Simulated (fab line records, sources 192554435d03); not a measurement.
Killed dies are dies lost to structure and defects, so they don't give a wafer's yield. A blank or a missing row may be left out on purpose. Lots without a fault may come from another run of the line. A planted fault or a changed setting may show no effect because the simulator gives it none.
Chamber matching | flow n5_finfet | N5_BEOL_M3_CMP_52 on cmp-03: 4 sister chambers
The step polishes, stops on SiOC, t overpolish 6.8 s, target thk 40 nm. 18 wafers are shown with their chamber, then 8 later ones without.

WAFERS WITH THEIR CHAMBER
wafer  | chamber | motor_current_A (A) | time_to_endpoint_s (s) | barrier_field_endpoint_s (s)
L075.1 | 2       | 6.1                 | 55                     | 23.7
L075.2 | 1       | 5.2                 | 60                     | 23.5
L075.3 | 3       | 7.1                 | 63                     | 24.5
L076.2 | 0       | 5.4                 | 60                     | 24.2
L076.3 | 1       | 5.4                 | 58                     | 24.1
L077.1 | 3       | 7.0                 | 61                     | 25.1
L077.3 | 2       | 5.6                 | 54                     | 23.2
L080.2 | 2       | 6.2                 | 53                     | 22.8
L080.4 | 1       | 5.3                 | 55                     | 23.7
L081.2 | 3       | 7.3                 | 65                     | 25.1
L081.3 | 2       | 5.8                 | 52                     | 23.4
L081.4 | 1       | 5.2                 | 56                     | 24.0
L083.1 | 0       | 5.7                 | 55                     | 23.7
L083.4 | 2       | 6.0                 | 52                     | 23.3
L088.1 | 0       | 5.4                 | 58                     | 24.3
L088.4 | 2       | 5.9                 | 52                     | 23.4
L087.1 | 1       | 5.2                 | 58                     | 23.5
L087.2 | 0       | 5.7                 | 61                     | 23.4

SIGNATURES (means of the wafers above)
reading                  | chamber 0 | chamber 1 | chamber 2 | chamber 3 | scatter within a chamber
motor_current_A          | 5.550     | 5.260     | 5.933     | 7.133     | 0.169
time_to_endpoint_s       | 58.50     | 57.40     | 53.00     | 63.00     | 1.93
barrier_field_endpoint_s | 23.900    | 23.760    | 23.300    | 24.900    | 0.331
Rule: a wafer's distance from a chamber is the root of the sum, over the readings, of the square of ((its reading less the chamber's mean) divided by the reading's scatter). The wafer belongs to the nearest chamber; if the next one is less than 2 further off, it can't be placed. The scatter: the root of (the sum of the squares of (reading less its chamber's mean) over the shown wafers, divided by (wafers less chambers)).

WAFERS WITHOUT THEIR CHAMBER
wafer  | motor_current_A (A) | time_to_endpoint_s (s) | barrier_field_endpoint_s (s)
L087.3 | 7.2                 | 58                     | 23.2
L092.2 | 7.2                 | 59                     | 24.9
L092.4 | 5.5                 | 56                     | 24.2
L095.1 | 5.5                 | 60                     | 24.3
L095.2 | 5.9                 | 54                     | 23.4
L095.4 | 5.7                 | 60                     | 24.4
L096.1 | 5.5                 | 61                     | 23.7
L097.2 | 5.6                 | 58                     | 23.4

WHICH CHAMBER EACH WENT THROUGH
wafer  | from the rows above          | in truth
L087.3 | 3                            | 3
L092.2 | 3                            | 3
L092.4 | can't be placed: 0 or 1      | 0
L095.1 | can't be placed: 0 or 1      | 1
L095.2 | 2                            | 2
L095.4 | can't be placed: 0 or 1      | 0
L096.1 | can't be placed: 0 or 1      | 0
L097.2 | can't be placed: 0 or 1 or 2 | 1
Placed correctly: 3 of 8. Can't be placed from these rows: 5 (the true chamber is among the candidates in 5). Placed wrongly: 0.
